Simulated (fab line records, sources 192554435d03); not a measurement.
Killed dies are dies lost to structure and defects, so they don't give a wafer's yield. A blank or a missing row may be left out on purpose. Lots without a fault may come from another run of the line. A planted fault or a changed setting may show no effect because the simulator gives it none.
fab line records | flow n5_finfet
record lots=23 wafers=69 last_day=19
route steps=1938 shown BEOL_M3@934 BEOL_M4@1021
lots that met no fault: from a run of the same line without faults
start_h: hours from the record's first day to the start of the lot's first wafer shown | wait_h: hours since the lot's step before | " the same as in the row above | L1.1+2: a row that stands for several wafers | - no value, or no start given | * or withheld: withheld | < > ~ a bound
route shown NAME@n: a module of which the file shows steps, and the number in the route of the first | usual: mean/standard deviation of fault-free wafers | same: alike in all rows | chamber/n: place in a boat | sites: the reading at each site | _std_site: their standard deviation | _edge_site: outer sites' mean less inner sites' | radius_mm: how far each site lies from the wafer's centre | mask NAME#n: copy n | behind: the tool/chamber that last shaped the wafer | hold: why the lot was held/for how many hours/how that ended | device: the transistor (n, p or np) that didn't switch | end of line: the same wafers' tests at the end of the route | a step without rows: its recipe alone | killed: dies lost to structure and defects at the first sort, not the wafer's yield | map: a wafer's dies, x killed, . not, _ none there
set.NAME: the setting as run; set.NAME@STEP: as run at that earlier step | model.NAME: the simulator's own value behind a step, which no gauge read
steps of the route over a sample of lots; a table a step, a row a wafer
services: from which hour (start_h, from the record's first day; less than 0 if before it) a tool's chamber was out of use, for how many hours, and why
## steps
# step N5_BEOL_M3_HM_DEP_02
# recipe material=TiN target_thk_a=200 temp_c=25 chamber_pressure_pa=0.49996
# usual throttle_valve_pct=30.4/0.92
# columns lot.wafer tool chamber start_h wait_h throttle_valve_pct
L075.2 pvd_sputter-02 - 172.43 0.1 31.9
L075.4 " - " " 29.6
L075.5 " - " " 31.7
L074.2 pvd_sputter-03 - 175.97 0.6 31.4
L074.5 " - " " 31.0
L074.6 " - " " 29.9
L078.1 pvd_sputter-02 - 176.71 0.2 30.2
L078.2 " - " " 29.7
L078.6 " - " " 30.0
L077.2 pvd_sputter-01 - 179.44 2.1 30.2
L077.3 " - " " 28.4
L077.6 " - " " 30.1
L076.2 pvd_sputter-02 - 185.02 0.0 29.8
L076.4 " - " " 31.9
L076.6 " - " " 31.7
L079.1 pvd_sputter-02 - 187.35 2.0 31.9
L079.4 " - " " 29.7
L079.5 " - " " 31.7
L080.1 pvd_sputter-01 - 195.34 0.8 30.4
L080.3 " - " " 28.1
L080.6 " - " " 30.5
L081.3 pvd_sputter-03 - 199.18 0.3 30.1
L081.5 " - " " 30.0
L081.6 " - " " 29.5
L082.3 pvd_sputter-03 - 204.93 1.5 30.0
L082.5 " - " " 29.8
L082.6 " - " " 31.5
L083.2 pvd_sputter-03 - 206.43 0.5 31.3
L083.3 " - " " 31.8
L083.4 " - " " 29.6
L084.1 pvd_sputter-02 - 221.49 1.1 29.5
L084.4 " - " " 30.6
L084.5 " - " " 30.3
L085.4 pvd_sputter-02 - 226.19 2.5 29.6
L085.5 " - " " 29.8
L085.6 " - " " 31.9
L086.2 pvd_sputter-02 - 226.63 1.5 29.7
L086.5 " - " " 31.7
L086.6 " - " " 29.9
L087.4 pvd_sputter-02 - 232.67 0.5 29.5
L087.5 " - " " 30.3
L087.6 " - " " 30.0
L088.2 pvd_sputter-02 - 246.84 2.1 31.9
L088.3 " - " " 30.4
L088.4 " - " " 29.9
L089.1 pvd_sputter-01 - 248.63 0.9 30.8
L089.5 " - " " 28.3
L089.6 " - " " 30.1
L090.3 pvd_sputter-01 - 253.53 0.9 30.1
L090.4 " - " " 30.1
L090.5 " - " " 28.1
L091.1 pvd_sputter-03 - 261.49 0.5 31.6
L091.2 " - " " 30.1
L091.4 " - " " 29.9
L093.3 pvd_sputter-03 - 278.03 2.1 31.5
L093.4 " - " " 29.9
L093.6 " - " " 30.1
L092.1 pvd_sputter-03 - 278.23 0.9 29.6
L092.3 " - " " 31.0
L092.5 " - " " 30.0
L096.2 pvd_sputter-02 - 284.58 0.8 29.5
L096.3 " - " " 31.8
L096.6 " - " " 29.8
L095.1 pvd_sputter-02 - 292.22 3.6 30.0
L095.4 " - " " 29.8
L095.5 " - " " 29.9
L097.3 pvd_sputter-01 - 292.54 0.8 30.6
L097.4 " - " " 30.2
L097.5 " - " " 30.3
# step N5_BEOL_M3_ETCH_77
# recipe chemistry=N2/H2 target=underlayer target_depth_a=65 mask_material=CAR-EUV time_s=5.2 ion_energy_ev=200 pressure_mtorr=30 source_w=840 bias_w=150 n2_flow_sccm=200 h2_flow_sccm=200 ends=cleared
# usual bias_w=149.9/0.47 drypump_motor_current_A=5.8/0.49 etch_rf_on_time_s=5.23/0.13 h2_flow_sccm=199.9/0.57 n2_flow_sccm=200.0/0.59 oes_product_au=0.67/0.065 rf_vpp_V=523.8/2.6 showerhead_plenum_p_Torr=2.54/0.08 throttle_valve_pct=17.82/0.25
# columns lot.wafer tool chamber start_h wait_h bias_w drypump_motor_current_A etch_rf_on_time_s h2_flow_sccm n2_flow_sccm oes_product_au rf_hours_counter_h rf_vpp_V showerhead_plenum_p_Torr throttle_valve_pct
L075.2 rie_diel-03 3 173.98 0.0 149.8 4.7 5.18 200.7 198.9 0.65 131 519.5 2.45 18.04
L075.4 " 2 " " 149.0 5.1 5.23 198.8 199.8 0.68 - 524.8 2.58 17.85
L075.5 " 3 " " 150.3 4.7 5.20 200.7 199.8 0.67 - 521.8 2.45 18.00
L074.2 rie_diel-01 0 177.39 0.0 149.0 6.0 5.39 200.1 199.8 0.60 172 525.2 2.54 18.04
L074.5 " 3 " " 149.9 6.3 5.26 198.8 199.7 0.75 - 522.8 2.47 17.36
L074.6 " 2 " " 149.7 5.9 5.40 200.6 199.8 0.67 - 528.0 2.66 17.81
L078.1 rie_diel-01 2 178.13 0.0 149.5 5.9 5.33 200.4 201.2 0.66 99 528.6 2.66 17.77
L078.2 " 3 " " 150.0 6.3 5.13 200.7 199.4 0.76 39 519.9 2.47 17.37
L078.6 " 3 " " 150.1 6.3 5.23 199.2 199.6 0.75 - 524.4 2.47 17.38
L077.2 rie_diel-06 0 181.66 0.0 149.1 6.7 5.35 199.6 199.3 0.76 32 526.3 2.61 17.35
L077.3 " 2 " " 149.8 6.0 5.30 200.6 199.5 0.63 158 525.6 2.65 17.83
L077.6 " 2 " " 149.4 5.9 5.32 200.3 200.5 0.64 - 527.9 2.65 17.81
L076.2 rie_diel-06 3 186.57 0.0 150.4 6.0 5.42 200.5 200.4 0.63 150 524.0 2.53 17.69
L076.4 " 2 " " 149.5 6.0 5.34 199.3 199.5 0.63 159 525.6 2.65 17.83
L076.6 " 2 " " 150.0 6.0 5.30 199.5 198.7 0.63 - 525.9 2.65 17.84
L079.1 rie_diel-06 2 189.02 0.0 148.8 5.9 5.38 200.4 199.4 0.62 160 525.2 2.65 17.83
L079.4 " 3 " " 150.2 6.0 5.45 199.9 200.1 0.64 151 525.7 2.53 17.72
L079.5 " 1 " " 150.0 5.2 4.99 200.2 199.6 0.81 - 525.1 2.60 17.98
L080.1 rie_diel-03 2 200.81 0.0 150.3 5.1 5.12 200.2 199.6 0.68 96 523.7 2.58 17.89
L080.3 " 3 " " 150.4 4.7 5.14 200.1 200.3 0.65 139 521.4 2.44 18.00
L080.6 " 1 " " 149.6 5.0 5.08 200.3 200.8 0.71 - 521.9 2.46 18.09
L081.3 rie_diel-01 2 200.87 0.0 149.9 5.9 5.31 199.8 200.5 0.65 108 524.9 2.66 17.80
L081.5 " 2 " " 150.5 5.9 5.33 199.6 200.5 0.67 - 527.1 2.66 17.81
L081.6 " 3 " " 150.0 6.2 5.21 199.9 200.2 0.74 - 523.8 2.47 17.38
L082.3 rie_diel-03 1 206.38 0.0 150.2 5.0 5.09 200.2 199.3 0.70 104 522.0 2.46 18.08
L082.5 " 0 " " 150.6 5.5 5.27 199.8 200.7 0.77 - 526.6 2.61 17.75
L082.6 " 1 " " 149.4 5.0 5.03 200.1 199.2 0.70 - 520.7 2.46 18.08
L083.2 rie_diel-03 1 207.85 0.0 149.8 5.0 4.98 200.0 200.0 0.69 105 520.7 2.46 18.11
L083.3 " 0 " " 149.6 5.4 5.20 200.7 200.3 0.77 23 524.6 2.61 17.74
L083.4 " 3 " " 149.2 4.7 5.17 200.9 200.3 0.65 141 521.3 2.44 18.04
L084.1 rie_diel-01 3 223.17 0.0 149.5 6.3 5.26 199.5 200.5 0.73 54 521.7 2.46 17.41
L084.4 " 1 " " 150.2 5.8 5.11 200.9 200.4 0.61 203 522.0 2.43 18.08
L084.5 " 3 " " 149.1 6.3 5.18 200.1 200.1 0.73 - 518.7 2.46 17.39
L085.4 rie_diel-03 2 227.73 0.0 149.6 5.1 5.18 199.8 199.7 0.66 104 526.2 2.57 17.89
L085.5 " 3 " " 149.9 4.7 5.18 200.3 199.2 0.65 - 522.4 2.44 18.01
L085.6 " 0 " " 149.0 5.5 5.20 200.4 200.9 0.76 - 524.6 2.61 17.74
L086.2 rie_diel-01 1 228.16 0.0 150.3 5.8 5.16 200.3 200.3 0.61 204 522.0 2.43 18.08
L086.5 " 0 " " 149.3 6.1 5.47 199.5 200.1 0.59 - 522.6 2.53 18.05
L086.6 " 3 " " 151.1 6.2 5.28 199.5 200.4 0.74 - 522.5 2.46 17.36
L087.4 rie_diel-01 3 234.18 0.0 150.3 6.3 5.19 199.9 199.9 0.73 57 522.3 2.46 17.40
L087.5 " 3 " " 150.3 6.2 5.18 200.6 199.0 0.72 - 521.6 2.46 17.39
L087.6 " 0 " " 150.0 6.0 5.35 200.3 200.5 0.59 - 522.0 2.53 18.09
L088.2 rie_diel-01 3 249.01 0.0 149.7 6.3 5.22 200.1 200.5 0.73 61 520.3 2.46 17.41
L088.3 " 0 " " 149.9 6.0 5.32 200.7 201.5 0.59 194 523.0 2.53 18.06
L088.4 " 1 " " 150.1 5.8 5.12 200.0 200.8 0.60 211 522.6 2.43 18.08
L089.1 rie_diel-06 1 250.38 0.0 150.4 5.2 5.01 200.1 199.9 0.77 32 525.9 2.60 18.02
L089.5 " 1 " " 149.4 5.2 5.03 199.0 200.2 0.77 - 524.1 2.59 18.03
L089.6 " 2 " " 150.2 6.0 5.31 199.5 200.6 0.62 - 526.5 2.64 17.87
L090.3 rie_diel-01 3 255.30 0.0 149.2 6.3 5.20 199.0 200.0 0.71 63 522.4 2.46 17.40
L090.4 " 0 " " 150.4 6.0 5.30 199.4 200.4 0.59 195 523.7 2.53 18.05
L090.5 " 3 " " 149.3 6.3 5.11 199.0 199.4 0.74 - 520.1 2.46 17.42
L091.1 rie_diel-06 0 263.13 0.0 148.9 6.6 5.37 199.6 199.7 0.73 56 525.1 2.60 17.37
L091.2 " 3 " " 150.0 6.0 5.40 199.9 200.5 0.62 171 521.9 2.52 17.73
L091.4 " 1 " " 149.8 5.1 5.03 200.5 200.3 0.76 35 524.9 2.59 18.02
L093.3 rie_diel-01 2 279.63 0.0 150.2 5.9 5.41 199.6 201.4 0.64 129 528.1 2.65 17.85
L093.4 " 0 " " 150.0 6.1 5.36 200.0 200.3 0.59 202 522.6 2.53 18.10
L093.6 " 1 " " 149.6 5.8 5.10 200.1 200.1 0.60 - 518.7 2.42 18.07
L092.1 rie_diel-06 2 279.99 0.0 149.8 5.9 5.38 199.9 199.9 0.61 185 525.8 2.63 17.87
L092.3 " 1 " " 150.3 5.2 4.98 200.2 199.9 0.77 40 526.2 2.59 18.05
L092.5 " 1 " " 150.8 5.2 4.97 199.8 200.3 0.76 - 526.7 2.59 18.02
L096.2 rie_diel-01 0 290.18 0.0 149.4 6.0 5.28 200.3 200.9 0.59 207 525.0 2.52 18.08
L096.3 " 2 " " 151.3 5.9 5.36 199.3 201.0 0.63 134 525.3 2.65 17.84
L096.6 " 0 " " 149.0 6.1 5.35 200.0 200.6 0.58 - 523.2 2.52 18.09
L095.1 rie_diel-06 2 294.12 0.0 149.0 6.0 5.33 200.2 199.4 0.62 191 526.9 2.63 17.91
L095.4 " 0 " " 149.8 6.6 5.32 198.1 200.4 0.73 67 525.5 2.59 17.42
L095.5 " 3 " " 150.0 6.0 5.35 200.8 200.8 0.62 - 524.0 2.52 17.76
L097.3 rie_diel-01 3 294.74 0.0 150.3 6.3 5.15 199.4 198.9 0.72 76 520.0 2.45 17.45
L097.4 " 2 " " 150.0 5.9 5.34 199.5 199.9 0.63 136 528.0 2.65 17.83
L097.5 " 3 " " 149.8 6.3 5.17 200.0 200.3 0.71 - 519.7 2.45 17.46
# step N5_BEOL_M3_STRIP_36
# recipe chemistry=N2/H2 power_w=450 temp_c=40 pressure_mtorr=20 rf_frequency_hz=6e+07 overash_fraction=0.3 bias_power_w=7 h2_frac=0.5 n2_flow_sccm=200 h2_flow_sccm=200
# usual drypump_motor_current_A=5.8/0.52 h2_flow_sccm=200.0/0.57 n2_flow_sccm=200.0/0.56 oes_product_au=0.79/0.074 power_w=450.0/1.3 rf_vpp_V=59.3/1.5 showerhead_plenum_p_Torr=2.54/0.078 throttle_valve_pct=23.62/0.29
# same overash_fraction=0.3
# columns lot.wafer tool chamber start_h wait_h drypump_motor_current_A h2_flow_sccm n2_flow_sccm oes_product_au power_w rf_hours_counter_h rf_vpp_V showerhead_plenum_p_Torr throttle_valve_pct
L075.2 rie_diel-01 1 184.14 0.0 5.8 199.7 200.7 0.71 451.6 192 58.8 2.43 23.85
L075.4 " 3 " " 6.3 199.3 199.7 0.88 449.7 42 57.5 2.46 23.06
L075.5 " 0 " " 6.0 199.7 199.7 0.71 452.6 - 59.6 2.53 23.80
L074.2 rie_diel-06 2 184.62 0.0 6.0 199.7 200.5 0.75 452.8 159 59.5 2.64 23.55
L074.5 " 0 " " 6.6 199.5 200.6 0.92 450.2 - 59.7 2.60 23.18
L074.6 " 3 " " 6.0 200.5 201.0 0.76 451.3 - 56.6 2.53 23.48
L078.1 rie_diel-03 1 187.82 0.0 5.0 200.4 200.0 0.83 449.7 98 57.8 2.46 23.93
L078.2 " 2 " " 5.1 199.7 199.9 0.79 450.5 92 58.4 2.58 23.74
L078.6 " 2 " " 5.1 200.3 199.4 0.81 449.6 - 62.5 2.58 23.72
L077.2 rie_diel-01 0 188.26 0.0 6.1 200.1 200.0 0.71 449.9 176 60.5 2.53 23.80
L077.3 " 3 " " 6.3 200.5 200.7 0.87 451.4 43 58.3 2.46 23.04
L077.6 " 3 " " 6.3 200.0 199.0 0.86 450.4 - 58.8 2.46 23.05
L076.2 rie_diel-03 0 188.42 0.0 5.5 199.9 200.7 0.92 450.6 16 59.1 2.61 23.49
L076.4 " 3 " " 4.7 200.6 200.3 0.76 448.5 135 57.7 2.44 23.98
L076.6 " 2 " " 5.1 200.3 201.5 0.79 447.4 - 61.0 2.57 23.74
L079.1 rie_diel-06 0 191.39 0.0 6.6 200.1 199.8 0.91 450.9 35 58.6 2.60 23.15
L079.4 " 2 " " 6.0 199.9 199.5 0.75 448.9 160 59.4 2.64 23.58
L079.5 " 0 " " 6.6 199.6 200.2 0.91 450.6 - 59.1 2.60 23.16
L080.1 rie_diel-01 2 205.76 0.0 5.9 198.9 200.2 0.77 450.6 109 59.8 2.66 23.41
L080.3 " 3 " " 6.2 199.2 199.1 0.87 449.5 49 58.7 2.46 23.05
L080.6 " 1 " " 5.8 199.5 199.6 0.71 448.4 - 58.1 2.43 23.87
L081.3 rie_diel-01 2 206.16 0.0 5.9 199.9 199.3 0.77 449.8 109 62.0 2.66 23.39
L081.5 " 1 " " 5.8 200.3 199.4 0.72 449.7 - 59.0 2.43 23.83
L081.6 " 2 " " 5.9 200.0 199.9 0.78 450.0 - 62.4 2.66 23.41
L082.3 rie_diel-01 3 208.84 0.0 6.2 199.1 199.7 0.86 449.1 50 58.2 2.46 23.06
L082.5 " 0 " " 6.1 200.2 199.9 0.71 449.0 - 60.6 2.53 23.81
L082.6 " 1 " " 5.8 199.6 199.8 0.69 448.0 - 57.6 2.43 23.85
L083.2 rie_diel-06 1 222.12 0.0 5.2 199.9 198.9 0.90 449.4 22 60.9 2.60 23.88
L083.3 " 0 " " 6.6 198.9 199.9 0.89 452.4 44 59.2 2.60 23.18
L083.4 " 3 " " 5.9 200.0 201.0 0.74 448.4 160 57.8 2.52 23.49
L084.1 rie_diel-03 2 235.75 0.0 5.1 199.7 199.2 0.78 450.3 105 56.2 2.57 23.77
L084.4 " 3 " " 4.7 199.5 199.7 0.75 447.7 147 57.9 2.44 24.00
L084.5 " 1 " " 5.0 199.7 199.2 0.81 450.4 - 57.7 2.45 23.97
L085.4 rie_diel-03 2 238.04 0.0 5.1 199.4 200.8 0.78 449.6 107 58.8 2.57 23.73
L085.5 " 3 " " 4.7 199.8 199.7 0.75 450.9 - 62.7 2.44 24.00
L085.6 " 0 " " 5.5 200.7 200.3 0.89 451.6 - 57.8 2.60 23.51
L086.2 rie_diel-01 3 238.74 0.0 6.3 200.7 199.6 0.83 448.5 58 56.3 2.46 23.07
L086.5 " 3 " " 6.2 200.5 200.3 0.84 447.1 - 59.1 2.46 23.07
L086.6 " 0 " " 6.0 200.8 200.5 0.70 449.6 - 60.9 2.53 23.78
L087.4 rie_diel-06 3 238.74 0.0 6.0 200.8 199.9 0.74 451.5 165 56.7 2.52 23.50
L087.5 " 1 " " 5.2 199.8 199.0 0.89 450.0 - 60.2 2.59 23.88
L087.6 " 0 " " 6.6 199.9 200.0 0.87 448.3 - 59.0 2.60 23.19
L088.2 rie_diel-01 1 251.76 0.0 5.8 200.5 200.7 0.70 450.1 212 60.4 2.42 23.88
L088.3 " 3 " " 6.3 199.3 200.4 0.84 451.7 62 61.1 2.46 23.12
L088.4 " 0 " " 6.1 199.1 199.1 0.69 449.2 194 59.0 2.53 23.80
L089.1 rie_diel-01 3 253.27 0.0 6.2 199.4 200.1 0.83 447.7 62 59.0 2.46 23.08
L089.5 " 1 " " 5.8 200.4 199.7 0.69 449.7 - 58.1 2.42 23.87
L089.6 " 2 " " 5.8 200.0 200.1 0.76 449.2 - 62.3 2.65 23.44
L090.3 rie_diel-03 1 260.11 0.0 5.0 199.6 199.6 0.80 448.6 120 59.4 2.45 23.99
L090.4 " 3 " " 4.7 198.7 200.5 0.75 452.1 - 59.1 2.43 24.03
L090.5 " 0 " " 5.5 200.5 199.3 0.89 451.0 - 58.6 2.60 23.50
L091.1 rie_diel-06 3 269.97 0.0 6.0 199.8 200.5 0.74 450.7 173 59.0 2.52 23.53
L091.2 " 1 " " 5.2 200.1 200.4 0.88 450.1 37 62.4 2.59 23.92
L091.4 " 2 " " 5.9 199.7 200.3 0.73 448.6 182 58.9 2.63 23.60
L093.3 rie_diel-01 0 280.59 0.0 6.0 200.4 200.6 0.70 449.4 202 59.0 2.52 23.79
L093.4 " 0 " " 6.0 199.8 200.6 0.69 449.6 - 58.7 2.52 23.81
L093.6 " 3 " " 6.2 200.9 199.9 0.83 448.1 - 60.5 2.45 23.08
L092.1 rie_diel-06 2 282.81 0.0 6.0 199.6 199.7 0.73 448.3 185 60.9 2.63 23.60
L092.3 " 1 " " 5.2 199.7 200.3 0.87 451.1 41 58.5 2.59 23.89
L092.5 " 2 " " 6.0 199.9 199.4 0.73 448.4 - 60.5 2.63 23.60
L096.2 rie_diel-06 1 300.97 0.0 5.1 199.9 199.6 0.86 451.3 49 57.7 2.58 23.91
L096.3 " 2 " " 6.0 200.4 199.2 0.72 451.6 194 59.1 2.63 23.59
L096.6 " 0 " " 6.6 199.3 200.0 0.86 451.0 - 59.9 2.59 23.23
L095.1 rie_diel-06 1 305.65 0.0 5.2 199.6 199.5 0.86 447.1 50 59.6 2.58 23.88
L095.4 " 2 " " 6.0 199.8 199.7 0.72 450.7 194 63.5 2.63 23.64
L095.5 " 1 " " 5.2 200.5 198.8 0.85 447.5 - 57.9 2.58 23.91
L097.3 rie_diel-01 1 309.77 0.0 5.8 200.4 200.4 0.67 448.6 231 58.5 2.41 23.92
L097.4 " 3 " " 6.3 201.6 200.5 0.83 451.6 82 58.0 2.45 23.07
L097.5 " 1 " " 5.8 199.7 200.0 0.68 450.6 - 60.4 2.41 23.92
# step N5_BEOL_M3_PRE_CLEAN_45
# recipe gas=H2/He time_s=30 temp_c=250
# usual heater_power_w=344/35
# columns lot.wafer tool chamber start_h wait_h heater_power_w
L075.2 pvd_sputter-02 - 184.56 0.0 398
L075.4 " - " " 312
L075.5 " - " " 338
L074.2 pvd_sputter-03 - 185.06 0.0 285
L074.5 " - " " 375
L074.6 " - " " 317
L078.1 pvd_sputter-01 - 188.76 0.0 336
L078.2 " - " " 343
L078.6 " - " " 332
L077.2 pvd_sputter-01 - 188.92 0.0 332
L077.3 " - " " 292
L077.6 " - " " 329
L076.2 pvd_sputter-01 - 189.00 0.0 284
L076.4 " - " " 355
L076.6 " - " " 356
L079.1 pvd_sputter-02 - 192.85 0.0 360
L079.4 " - " " 308
L079.5 " - " " 308
L080.1 pvd_sputter-03 - 206.57 0.0 374
L080.3 " - " " 377
L080.6 " - " " 375
L081.3 pvd_sputter-03 - 206.75 0.0 290
L081.5 " - " " 367
L081.6 " - " " 376
L082.3 pvd_sputter-02 - 209.50 0.0 362
L082.5 " - " " 361
L082.6 " - " " 314
L083.2 pvd_sputter-03 - 223.35 0.0 321
L083.3 " - " " 372
L083.4 " - " " 383
L084.1 pvd_sputter-03 - 236.58 0.0 383
L084.4 " - " " 288
L084.5 " - " " 382
L085.4 pvd_sputter-03 - 239.06 0.0 327
L085.5 " - " " 378
L085.6 " - " " 382
L086.2 pvd_sputter-01 - 239.40 0.0 287
L086.5 " - " " 333
L086.6 " - " " 287
L087.4 pvd_sputter-02 - 239.48 0.0 300
L087.5 " - " " 306
L087.6 " - " " 361
L088.2 pvd_sputter-02 - 252.96 0.0 349
L088.3 " - " " 341
L088.4 " - " " 402
L089.1 pvd_sputter-02 - 253.94 0.0 350
L089.5 " - " " 412
L089.6 " - " " 308
L090.3 pvd_sputter-03 - 261.01 0.0 378
L090.4 " - " " 366
L090.5 " - " " 283
L091.1 pvd_sputter-01 - 270.64 0.0 329
L091.2 " - " " 289
L091.4 " - " " 339
L093.3 pvd_sputter-01 - 282.66 0.0 291
L093.4 " - " " 330
L093.6 " - " " 339
L092.1 pvd_sputter-02 - 284.28 0.0 312
L092.3 " - " " 362
L092.5 " - " " 310
L096.2 pvd_sputter-02 - 302.24 0.0 404
L096.3 " - " " 363
L096.6 " - " " 362
L095.1 pvd_sputter-03 - 306.44 0.0 314
L095.4 " - " " 372
L095.5 " - " " 283
L097.3 pvd_sputter-02 - 310.84 0.0 362
L097.4 " - " " 317
L097.5 " - " " 355
# step N5_BEOL_M3_SPUTTER_86
# recipe material=Cu target_thk_a=45 temp_c=-20 chamber_pressure_pa=0.07 power_w=withheld time_s=8.29
# usual throttle_valve_pct=30.3/0.98
# columns lot.wafer tool chamber start_h wait_h throttle_valve_pct
L075.2 pvd_sputter-03 - 185.84 0.1 31.6
L075.4 " - " " 30.2
L075.5 " - " " 31.7
L074.2 pvd_sputter-03 - 187.68 0.1 31.5
L074.5 " - " " 30.1
L074.6 " - " " 31.1
L078.1 pvd_sputter-01 - 190.10 0.1 30.5
L078.2 " - " " 30.6
L078.6 " - " " 30.0
L077.2 pvd_sputter-03 - 190.30 0.1 31.2
L077.3 " - " " 30.0
L077.6 " - " " 29.6
L076.2 pvd_sputter-02 - 190.57 0.1 30.0
L076.4 " - " " 30.5
L076.6 " - " " 31.8
L079.1 pvd_sputter-02 - 194.09 0.1 29.6
L079.4 " - " " 31.7
L079.5 " - " " 30.0
L080.1 pvd_sputter-03 - 207.93 0.1 30.2
L080.3 " - " " 31.1
L080.6 " - " " 29.9
L081.3 pvd_sputter-01 - 208.13 0.1 28.0
L081.5 " - " " 28.0
L081.6 " - " " 30.1
L082.3 pvd_sputter-02 - 212.70 0.1 29.5
L082.5 " - " " 30.1
L082.6 " - " " 31.8
L083.2 pvd_sputter-03 - 226.09 0.1 31.6
L083.3 " - " " 29.6
L083.4 " - " " 29.7
L084.1 pvd_sputter-01 - 238.10 0.1 30.2
L084.4 " - " " 28.1
L084.5 " - " " 30.8
L085.4 pvd_sputter-01 - 240.29 0.1 30.7
L085.5 " - " " 30.1
L085.6 " - " " 30.5
L086.2 pvd_sputter-03 - 240.58 0.1 29.8
L086.5 " - " " 29.7
L086.6 " - " " 31.1
L087.4 pvd_sputter-02 - 240.70 0.1 29.5
L087.5 " - " " 29.8
L087.6 " - " " 31.8
L088.2 pvd_sputter-01 - 254.39 0.1 30.4
L088.3 " - " " 28.0
L088.4 " - " " 30.2
L089.1 pvd_sputter-01 - 256.23 0.1 30.0
L089.5 " - " " 30.1
L089.6 " - " " 28.0
L090.3 pvd_sputter-03 - 262.37 0.1 31.6
L090.4 " - " " 29.9
L090.5 " - " " 29.7
L091.1 pvd_sputter-02 - 271.88 0.1 29.4
L091.2 " - " " 30.4
L091.4 " - " " 29.8
L093.3 pvd_sputter-01 - 283.88 0.1 30.5
L093.4 " - " " 30.1
L093.6 " - " " 28.0
L092.1 pvd_sputter-03 - 285.62 0.1 31.8
L092.3 " - " " 31.3
L092.5 " - " " 30.3
L096.2 pvd_sputter-01 - 304.89 0.1 28.3
L096.3 " - " " 30.5
L096.6 " - " " 30.0
L095.1 pvd_sputter-03 - 309.42 0.1 31.1
L095.4 " - " " 31.5
L095.5 " - " " 30.0
L097.3 pvd_sputter-03 - 312.71 0.1 31.4
L097.4 " - " " 31.6
L097.5 " - " " 29.8
# step N5_BEOL_M4_ILD_DEP_00
# recipe material=SiOC target_thk_a=790 temp_c=350 precursor=DEMS/O2 pressure_torr=5 rf_w=500 time_s=15.3
# usual heater_power_w=476/59 showerhead_plenum_p_Torr=5.694/0.015 throttle_valve_pct=12.1/0.58
# columns lot.wafer tool chamber start_h wait_h heater_power_w showerhead_plenum_p_Torr throttle_valve_pct
L075.2 pecvd-02 0 188.07 0.0 527 5.667 12.2
L075.4 " 1 " " 457 5.700 12.7
L075.5 " 0 " " 528 5.665 12.5
L074.2 pecvd-02 0 189.96 0.0 446 5.667 12.6
L074.5 " 0 " " 453 5.679 12.6
L074.6 " 1 " " 462 5.701 12.6
L078.1 pecvd-01 1 192.33 0.0 501 5.700 12.3
L078.2 " 2 " " 544 5.704 10.7
L078.6 " 0 " " 575 5.730 12.6
L077.2 pecvd-01 1 192.58 0.0 481 5.695 12.1
L077.3 " 0 " " 581 5.704 12.5
L077.6 " 0 " " 592 5.713 12.4
L076.2 pecvd-02 2 192.86 0.0 457 5.668 11.8
L076.4 " 1 " " 483 5.697 12.9
L076.6 " 2 " " 455 5.685 11.7
L079.1 pecvd-02 0 196.33 0.0 476 5.667 12.7
L079.4 " 1 " " 465 5.705 13.0
L079.5 " 2 " " 432 5.681 11.4
L080.1 pecvd-02 1 210.14 0.0 459 5.685 12.9
L080.3 " 0 " " 512 5.685 12.6
L080.6 " 0 " " 527 5.662 12.5
L081.3 pecvd-02 2 210.41 0.0 418 5.670 11.8
L081.5 " 0 " " 440 5.673 12.6
L081.6 " 1 " " 451 5.708 13.1
L082.3 pecvd-03 0 215.17 0.1 427 5.699 12.3
L082.5 " 1 " " 538 5.708 12.1
L082.6 " 0 " " 432 5.685 12.0
L083.2 pecvd-01 2 228.32 0.0 538 5.714 10.8
L083.3 " 1 " " 497 5.703 12.2
L083.4 " 2 " " 532 5.712 10.9
L084.1 pecvd-03 1 240.35 0.1 510 5.700 12.0
L084.4 " 1 " " 513 5.713 12.1
L084.5 " 0 " " 410 5.690 12.2
L085.4 pecvd-03 1 242.51 0.1 448 5.695 12.2
L085.5 " 0 " " 433 5.708 12.4
L085.6 " 2 " " 487 5.684 11.3
L086.2 pecvd-03 1 242.79 0.0 456 5.690 12.1
L086.5 " 2 " " 427 5.682 11.4
L086.6 " 0 " " 439 5.696 12.2
L087.4 pecvd-03 0 242.93 0.1 410 5.673 12.3
L087.5 " 2 " " 429 5.695 11.6
L087.6 " 1 " " 499 5.685 12.0
L088.2 pecvd-01 2 256.60 0.0 539 5.718 10.9
L088.3 " 1 " " 458 5.704 11.9
L088.4 " 2 " " 533 5.712 10.9
L089.1 pecvd-02 1 258.73 0.0 400 5.694 13.0
L089.5 " 0 " " 508 5.668 12.8
L089.6 " 1 " " 405 5.695 13.0
L090.3 pecvd-02 0 264.58 0.0 523 5.683 12.4
L090.4 " 1 " " 410 5.696 12.8
L090.5 " 2 " " 385 5.694 11.7
L091.1 pecvd-03 2 274.09 0.0 415 5.682 11.2
L091.2 " 0 " " 434 5.700 11.9
L091.4 " 2 " " 415 5.685 11.4
L093.3 pecvd-02 2 286.10 0.0 413 5.683 12.0
L093.4 " 0 " " 498 5.657 12.6
L093.6 " 1 " " 485 5.683 13.3
L092.1 pecvd-03 1 287.83 0.0 486 5.697 11.8
L092.3 " 2 " " 496 5.686 11.6
L092.5 " 1 " " 482 5.692 11.9
L096.2 pecvd-01 2 309.88 0.0 447 5.715 11.0
L096.3 " 1 " " 465 5.719 12.2
L096.6 " 2 " " 446 5.697 11.0
L095.1 pecvd-03 1 312.97 0.0 525 5.705 11.9
L095.4 " 1 " " 528 5.695 11.9
L095.5 " 1 " " 531 5.694 12.1
L097.3 pecvd-01 0 318.06 0.0 603 5.705 12.6
L097.4 " 2 " " 532 5.723 11.1
L097.5 " 1 " " 424 5.692 12.0
## services
# columns tool chamber start_h hours kind
rie_diel-06 1 151.90 8.1 repair
pecvd-03 0 159.45 2.1 scheduled_down
rie_diel-01 - 164.46 0.3 repair
pvd_sputter-02 - 168.67 3.0 repair
rie_diel-06 3 170.12 4.2 repair
pecvd-02 - 173.23 2.2 repair
pecvd-03 - 193.06 0.3 repair
pecvd-01 - 200.24 6.0 pm
pecvd-03 1 201.03 2.1 scheduled_down
pecvd-02 1 202.50 1.8 repair
pecvd-03 2 203.21 - clean
pecvd-03 2 203.21 - consumable_replace:showerhead
pecvd-03 2 203.21 29.0 scheduled_down
pecvd-02 2 219.65 2.1 scheduled_down
rie_diel-06 2 224.10 3.8 repair
pecvd-03 0 226.34 12.3 repair
pecvd-02 - 240.29 0.7 repair
pecvd-02 2 245.18 15.3 repair
rie_diel-03 2 257.70 2.6 repair
pvd_sputter-01 - 272.01 0.5 repair
pecvd-02 2 276.32 5.5 scheduled_down
rie_diel-03 - 281.46 14.6 pm
pecvd-02 1 291.84 19.8 repair
pecvd-03 0 308.66 4.7 repair
## key
fault none
